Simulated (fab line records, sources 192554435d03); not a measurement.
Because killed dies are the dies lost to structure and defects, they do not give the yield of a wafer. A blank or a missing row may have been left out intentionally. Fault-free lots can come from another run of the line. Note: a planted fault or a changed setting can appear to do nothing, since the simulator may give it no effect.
Matching of chambers -- flow n5_finfet -- ald_metal-03 running N5_BEOL_M1_ALD_84: 4 sister chambers
The step deposits TaN, pulse time 2 s, purge time 3 s, co reactant purge time 2 s. 4 wafers are shown with their chamber, then 9 later ones without.

## WAFERS PAIRED WITH THEIR CHAMBERS
wafer,chamber,heater_power_outer_w (W)
L086.5,1,215
L093.5,2,232
L092.4,0,224
L092.6,3,214

## WAFERS WITHOUT THEIR CHAMBER
wafer,heater_power_outer_w (W)
L094.1,217
L094.2,216
L094.6,226
L095.1,211
L095.3,221
L095.5,216
L097.2,217
L097.4,212
L097.6,219

## EACH ONE'S CHAMBER
wafer,from the rows above,in truth
L094.1,can't be placed: 1 or 3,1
L094.2,can't be placed: 1 or 3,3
L094.6,can't be placed: 0 or 2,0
L095.1,can't be placed: 3 or 1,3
L095.3,can't be placed: 0 or 1 or 3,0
L095.5,can't be placed: 1 or 3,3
L097.2,can't be placed: 1 or 3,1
L097.4,can't be placed: 3 or 1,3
L097.6,can't be placed: 1 or 0 or 3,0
0 of 9 placed correctly. From these rows, 9 cannot be placed; in 9 the true chamber is one of the candidates. 0 placed wrongly.
How it was worked out, from the rows above alone: a wafer's distance from a chamber is the root of the sum, over the readings, of the square of ((its reading less the chamber's mean) divided by the reading's scatter). The wafer belongs to the nearest chamber; if the next one is less than 2 further off, it can't be placed. A chamber's mean is the mean of its shown wafers. The scatter: with one shown wafer a chamber, the root of the mean of the squares of how far each hidden wafer lies from its nearest shown one.
